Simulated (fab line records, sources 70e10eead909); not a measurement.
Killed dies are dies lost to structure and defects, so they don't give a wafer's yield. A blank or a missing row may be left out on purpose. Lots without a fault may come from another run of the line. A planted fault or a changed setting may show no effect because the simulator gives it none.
Chamber matching | flow nand_harc | NHARC_A_STAIRCASE_DESCUM_168 on rie_diel-07: 4 sister chambers
The step chemistry O2, time 3 s. 20 wafers are shown with their chamber, then 10 later ones without.

WAFERS WITH THEIR CHAMBER
wafer  | chamber | drypump_motor_current_A (A) | showerhead_plenum_p_Torr (Torr) | oes_product_au (a.u.)
L076.1 | 2       | 6.0                         | 1.90                            | 1.015
L076.3 | 1       | 6.2                         | 1.84                            | 1.010
L076.4 | 0       | 5.9                         | 1.89                            | 0.984
L075.2 | 0       | 5.8                         | 1.89                            | 0.974
L075.4 | 2       | 5.9                         | 1.90                            | 1.013
L075.5 | 0       | 5.8                         | 1.89                            | 0.984
L077.1 | 0       | 5.8                         | 1.89                            | 0.981
L077.4 | 2       | 5.9                         | 1.90                            | 1.018
L077.5 | 2       | 5.9                         | 1.90                            | 1.021
L080.2 | 0       | 5.8                         | 1.89                            | 0.978
L080.3 | 2       | 5.9                         | 1.90                            | 1.021
L080.4 | 1       | 6.2                         | 1.83                            | 1.001
L082.1 | 1       | 6.3                         | 1.83                            | 1.005
L082.4 | 3       | 4.9                         | 1.82                            | 0.990
L082.6 | 1       | 6.3                         | 1.83                            | 1.002
L083.3 | 2       | 5.9                         | 1.90                            | 1.021
L083.4 | 3       | 4.9                         | 1.82                            | 1.004
L083.6 | 3       | 4.9                         | 1.82                            | 0.996
L088.1 | 3       | 4.9                         | 1.81                            | 0.984
L088.5 | 0       | 5.8                         | 1.88                            | 1.003

SIGNATURES (means of the wafers above)
reading                  | chamber 0 | chamber 1 | chamber 2 | chamber 3 | scatter within a chamber
drypump_motor_current_A  | 5.817     | 6.250     | 5.917     | 4.900     | 0.0408
showerhead_plenum_p_Torr | 1.8883    | 1.8325    | 1.9000    | 1.8175    | 0.00382
oes_product_au           | 0.98400   | 1.00450   | 1.01817   | 0.99350   | 0.00722
Rule: a wafer's distance from a chamber is the root of the sum, over the readings, of the square of ((its reading less the chamber's mean) divided by the reading's scatter). The wafer belongs to the nearest chamber; if the next one is less than 2 further off, it can't be placed. The scatter: the root of (the sum of the squares of (reading less its chamber's mean) over the shown wafers, divided by (wafers less chambers)).

WAFERS WITHOUT THEIR CHAMBER
wafer  | drypump_motor_current_A (A) | showerhead_plenum_p_Torr (Torr) | oes_product_au (a.u.)
L088.6 | 6.3                         | 1.83                            | 1.018
L091.2 | 5.8                         | 1.88                            | 1.000
L091.3 | 5.9                         | 1.89                            | 1.001
L091.5 | 4.8                         | 1.81                            | 0.994
L096.1 | 4.9                         | 1.80                            | 0.977
L096.3 | 5.9                         | 1.89                            | 0.997
L096.4 | 5.8                         | 1.87                            | 1.006
L097.1 | 5.8                         | 1.87                            | 1.003
L097.4 | 4.9                         | 1.80                            | 0.988
L097.5 | 4.9                         | 1.80                            | 0.992

WHICH CHAMBER EACH WENT THROUGH
wafer  | from the rows above     | in truth
L088.6 | 1                       | 1
L091.2 | 0                       | 0
L091.3 | can't be placed: 0 or 2 | 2
L091.5 | 3                       | 3
L096.1 | 3                       | 3
L096.3 | can't be placed: 0 or 2 | 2
L096.4 | 0                       | 0
L097.1 | 0                       | 0
L097.4 | 3                       | 3
L097.5 | 3                       | 3
Placed correctly: 8 of 10. Can't be placed from these rows: 2 (the true chamber is among the candidates in 2). Placed wrongly: 0.
